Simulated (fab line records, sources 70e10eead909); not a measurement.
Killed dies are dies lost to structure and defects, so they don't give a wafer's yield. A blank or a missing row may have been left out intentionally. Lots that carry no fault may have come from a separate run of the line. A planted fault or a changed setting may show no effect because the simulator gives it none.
Chamber matching / flow nand-harc / 4 sister chambers for NHARC_P_CONTACT_STRIP_28 on rie-diel-09
The step strips in O2. 36 wafers are shown with their chamber, then 12 later ones without.

## WAFERS, EACH WITH ITS CHAMBER
wafer=L074.2; chamber=1; drypump-motor-current-A (A)=5.1; showerhead-plenum-p-Torr (Torr)=3.46; oes-product-au (a.u.)=0.999
wafer=L074.3; chamber=2; drypump-motor-current-A (A)=5.0; showerhead-plenum-p-Torr (Torr)=3.37; oes-product-au (a.u.)=1.006
wafer=L074.4; chamber=3; drypump-motor-current-A (A)=6.5; showerhead-plenum-p-Torr (Torr)=3.35; oes-product-au (a.u.)=0.989
wafer=L075.1; chamber=2; drypump-motor-current-A (A)=5.1; showerhead-plenum-p-Torr (Torr)=3.37; oes-product-au (a.u.)=1.006
wafer=L075.3; chamber=3; drypump-motor-current-A (A)=6.5; showerhead-plenum-p-Torr (Torr)=3.35; oes-product-au (a.u.)=0.997
wafer=L075.4; chamber=0; drypump-motor-current-A (A)=5.6; showerhead-plenum-p-Torr (Torr)=3.42; oes-product-au (a.u.)=1.009
wafer=L077.1; chamber=3; drypump-motor-current-A (A)=6.5; showerhead-plenum-p-Torr (Torr)=3.35; oes-product-au (a.u.)=1.003
wafer=L077.3; chamber=0; drypump-motor-current-A (A)=5.7; showerhead-plenum-p-Torr (Torr)=3.42; oes-product-au (a.u.)=1.019
wafer=L077.5; chamber=3; drypump-motor-current-A (A)=6.5; showerhead-plenum-p-Torr (Torr)=3.35; oes-product-au (a.u.)=0.994
wafer=L078.2; chamber=0; drypump-motor-current-A (A)=5.7; showerhead-plenum-p-Torr (Torr)=3.42; oes-product-au (a.u.)=1.006
wafer=L078.5; chamber=2; drypump-motor-current-A (A)=5.1; showerhead-plenum-p-Torr (Torr)=3.37; oes-product-au (a.u.)=1.014
wafer=L078.6; chamber=1; drypump-motor-current-A (A)=5.1; showerhead-plenum-p-Torr (Torr)=3.46; oes-product-au (a.u.)=0.999
wafer=L081.2; chamber=2; drypump-motor-current-A (A)=5.1; showerhead-plenum-p-Torr (Torr)=3.37; oes-product-au (a.u.)=1.002
wafer=L081.5; chamber=1; drypump-motor-current-A (A)=5.1; showerhead-plenum-p-Torr (Torr)=3.46; oes-product-au (a.u.)=1.007
wafer=L081.6; chamber=0; drypump-motor-current-A (A)=5.7; showerhead-plenum-p-Torr (Torr)=3.42; oes-product-au (a.u.)=1.008
wafer=L082.1; chamber=1; drypump-motor-current-A (A)=5.1; showerhead-plenum-p-Torr (Torr)=3.46; oes-product-au (a.u.)=0.996
wafer=L082.2; chamber=3; drypump-motor-current-A (A)=6.5; showerhead-plenum-p-Torr (Torr)=3.35; oes-product-au (a.u.)=0.993
wafer=L082.6; chamber=0; drypump-motor-current-A (A)=5.7; showerhead-plenum-p-Torr (Torr)=3.42; oes-product-au (a.u.)=0.990
wafer=L085.2; chamber=3; drypump-motor-current-A (A)=6.5; showerhead-plenum-p-Torr (Torr)=3.35; oes-product-au (a.u.)=1.000
wafer=L085.3; chamber=1; drypump-motor-current-A (A)=5.1; showerhead-plenum-p-Torr (Torr)=3.46; oes-product-au (a.u.)=1.000
wafer=L085.4; chamber=0; drypump-motor-current-A (A)=5.7; showerhead-plenum-p-Torr (Torr)=3.42; oes-product-au (a.u.)=0.989
wafer=L084.1; chamber=1; drypump-motor-current-A (A)=5.1; showerhead-plenum-p-Torr (Torr)=3.45; oes-product-au (a.u.)=1.001
wafer=L084.5; chamber=1; drypump-motor-current-A (A)=5.1; showerhead-plenum-p-Torr (Torr)=3.45; oes-product-au (a.u.)=1.008
wafer=L084.6; chamber=2; drypump-motor-current-A (A)=5.1; showerhead-plenum-p-Torr (Torr)=3.37; oes-product-au (a.u.)=1.015
wafer=L087.2; chamber=2; drypump-motor-current-A (A)=5.1; showerhead-plenum-p-Torr (Torr)=3.37; oes-product-au (a.u.)=1.008
wafer=L087.3; chamber=1; drypump-motor-current-A (A)=5.1; showerhead-plenum-p-Torr (Torr)=3.45; oes-product-au (a.u.)=1.010
wafer=L087.4; chamber=0; drypump-motor-current-A (A)=5.7; showerhead-plenum-p-Torr (Torr)=3.42; oes-product-au (a.u.)=1.001
wafer=L086.3; chamber=2; drypump-motor-current-A (A)=5.1; showerhead-plenum-p-Torr (Torr)=3.37; oes-product-au (a.u.)=1.008
wafer=L086.4; chamber=3; drypump-motor-current-A (A)=6.5; showerhead-plenum-p-Torr (Torr)=3.35; oes-product-au (a.u.)=0.998
wafer=L086.6; chamber=0; drypump-motor-current-A (A)=5.7; showerhead-plenum-p-Torr (Torr)=3.42; oes-product-au (a.u.)=1.000
wafer=L088.2; chamber=3; drypump-motor-current-A (A)=6.5; showerhead-plenum-p-Torr (Torr)=3.35; oes-product-au (a.u.)=0.986
wafer=L088.5; chamber=1; drypump-motor-current-A (A)=5.1; showerhead-plenum-p-Torr (Torr)=3.45; oes-product-au (a.u.)=1.005
wafer=L088.6; chamber=2; drypump-motor-current-A (A)=5.1; showerhead-plenum-p-Torr (Torr)=3.37; oes-product-au (a.u.)=1.006
wafer=L089.3; chamber=1; drypump-motor-current-A (A)=5.1; showerhead-plenum-p-Torr (Torr)=3.45; oes-product-au (a.u.)=1.006
wafer=L089.4; chamber=2; drypump-motor-current-A (A)=5.1; showerhead-plenum-p-Torr (Torr)=3.37; oes-product-au (a.u.)=1.012
wafer=L089.5; chamber=1; drypump-motor-current-A (A)=5.1; showerhead-plenum-p-Torr (Torr)=3.45; oes-product-au (a.u.)=1.015

SIGNATURES, as means of the wafers listed above
reading=drypump-motor-current-A; chamber 0=5.688; chamber 1=5.100; chamber 2=5.089; chamber 3=6.500; scatter within a chamber=0.0235
reading=showerhead-plenum-p-Torr; chamber 0=3.4200; chamber 1=3.4545; chamber 2=3.3700; chamber 3=3.3500; scatter within a chamber=0.00292
reading=oes-product-au; chamber 0=1.00275; chamber 1=1.00418; chamber 2=1.00856; chamber 3=0.99500; scatter within a chamber=0.00661
Rule: distance of a wafer from a chamber = root of the sum over the readings of ((wafer's reading minus chamber's mean) / reading's scatter) squared. If the next closest chamber is less than 2 further off than the closest, the wafer can't be placed; otherwise it belongs to the closest. The scatter is the square root of a quotient: the sum, over the shown wafers, of each reading's squared deviation from its chamber's mean, divided by wafers minus chambers.

## WAFERS WITHOUT THEIR CHAMBER
wafer=L092.1; drypump-motor-current-A (A)=5.1; showerhead-plenum-p-Torr (Torr)=3.45; oes-product-au (a.u.)=1.006
wafer=L092.2; drypump-motor-current-A (A)=5.7; showerhead-plenum-p-Torr (Torr)=3.42; oes-product-au (a.u.)=0.994
wafer=L092.5; drypump-motor-current-A (A)=5.7; showerhead-plenum-p-Torr (Torr)=3.42; oes-product-au (a.u.)=1.000
wafer=L095.2; drypump-motor-current-A (A)=5.1; showerhead-plenum-p-Torr (Torr)=3.36; oes-product-au (a.u.)=1.005
wafer=L095.4; drypump-motor-current-A (A)=5.1; showerhead-plenum-p-Torr (Torr)=3.45; oes-product-au (a.u.)=1.004
wafer=L095.6; drypump-motor-current-A (A)=5.1; showerhead-plenum-p-Torr (Torr)=3.45; oes-product-au (a.u.)=1.015
wafer=L096.1; drypump-motor-current-A (A)=5.1; showerhead-plenum-p-Torr (Torr)=3.45; oes-product-au (a.u.)=1.007
wafer=L096.3; drypump-motor-current-A (A)=5.1; showerhead-plenum-p-Torr (Torr)=3.36; oes-product-au (a.u.)=0.996
wafer=L096.5; drypump-motor-current-A (A)=5.1; showerhead-plenum-p-Torr (Torr)=3.36; oes-product-au (a.u.)=1.006
wafer=L097.2; drypump-motor-current-A (A)=5.1; showerhead-plenum-p-Torr (Torr)=3.36; oes-product-au (a.u.)=1.001
wafer=L097.3; drypump-motor-current-A (A)=5.1; showerhead-plenum-p-Torr (Torr)=3.45; oes-product-au (a.u.)=1.011
wafer=L097.4; drypump-motor-current-A (A)=5.7; showerhead-plenum-p-Torr (Torr)=3.42; oes-product-au (a.u.)=0.994

## WHICH CHAMBER EACH WENT THROUGH
wafer=L092.1; from the rows above=1; in truth=1
wafer=L092.2; from the rows above=0; in truth=0
wafer=L092.5; from the rows above=0; in truth=0
wafer=L095.2; from the rows above=2; in truth=2
wafer=L095.4; from the rows above=1; in truth=1
wafer=L095.6; from the rows above=1; in truth=1
wafer=L096.1; from the rows above=1; in truth=1
wafer=L096.3; from the rows above=2; in truth=2
wafer=L096.5; from the rows above=2; in truth=2
wafer=L097.2; from the rows above=2; in truth=2
wafer=L097.3; from the rows above=1; in truth=1
wafer=L097.4; from the rows above=0; in truth=0
Correct placement for 12 of the 12. Not placeable from these rows: 0. Wrongly placed: 0.
